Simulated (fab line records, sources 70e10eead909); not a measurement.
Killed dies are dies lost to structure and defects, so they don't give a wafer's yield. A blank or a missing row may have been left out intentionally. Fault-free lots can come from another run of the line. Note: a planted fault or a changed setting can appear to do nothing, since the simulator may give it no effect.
Which of the tools did it?    flow nand_harc    Sampling: 12 lots, 36 wafers, 2 of 1302 route steps

== WHAT THE GAUGES READ, wafer by wafer ==
NHARC_P_STI_CD_MEAS_09: target cd 200 nm.
lot   measured      on         cd_nm (nm)
L075  day 3 04:39   cd_sem-03  200.0 198.9 200.0
L077  day 4 01:11   cd_sem-01  203.9 201.1 201.9
L079  day 4 22:14   cd_sem-01  200.4 201.9 200.0
L081  day 5 16:35   cd_sem-02  202.3 203.0 201.7
L083  day 6 15:41   cd_sem-03  197.7 198.5 199.2
L085  day 7 10:40   cd_sem-01  201.1 203.0 199.1
L087  day 8 06:35   cd_sem-03  202.0 203.4 201.7
L089  day 9 00:02   cd_sem-03  201.5 200.8 200.6
L091  day 9 20:08   cd_sem-01  201.8 199.7 202.5
L093  day 10 19:56  cd_sem-02  200.4 199.9 200.7
L095  day 11 15:17  cd_sem-02  199.7 201.6 200.9
L097  day 12 11:07  cd_sem-03  199.4 200.2 202.5

== EACH LOT AND THE TOOL THAT RAN IT (in order: tool; ch and the chambers of the sampled wafers; start) ==
lot   NHARC_P_ZERO_WELL_DESCUM_13
L075  rie_diel-06 ch 1,2,3, day 2 07:19
L077  rie_diel-09 ch 1,2,3, day 3 03:21
L079  rie_diel-01 ch 0,1,3, day 3 23:23
L081  rie_diel-09 ch 0,3, day 4 19:16
L083  rie_diel-01 ch 0,1, day 5 15:32
L085  rie_diel-01 ch 0,1, day 6 11:17
L087  rie_diel-01 ch 0,2,3, day 7 07:24
L089  rie_diel-01 ch 1,2,3, day 8 03:25
L091  rie_diel-01 ch 0,1,3, day 8 23:16
L093  rie_diel-06 ch 1,2,3, day 9 19:59
L095  rie_diel-01 ch 0,1,2, day 10 15:25
L097  rie_diel-01 ch 0,1,3, day 11 11:17
- NHARC_P_ZERO_WELL_DESCUM_13: chemistry O2, time 3 s.

== THE ANSWER, worked out from the rows above alone ==
Rule: what is usual is taken from the lots themselves. The widest of any qualifying gaps counts: lots, ordered by their means at a reading, are off when they make up no more than a third of the lots, leave a main group of 4 or more, and stand apart from it by 3 or more times the standard deviation of that group's means. Not used: any main group whose means are identical at the precision the tables above print for the reading. Also off: a lot with no number at a reading for which 4 or more lots have one. Where the step has rows for the other lots, those lots are counted as sound.
Across all readings shown, no lot is off: no conclusion can be drawn from this.

== WHAT WAS PUT IN BY THE SIMULATOR ==
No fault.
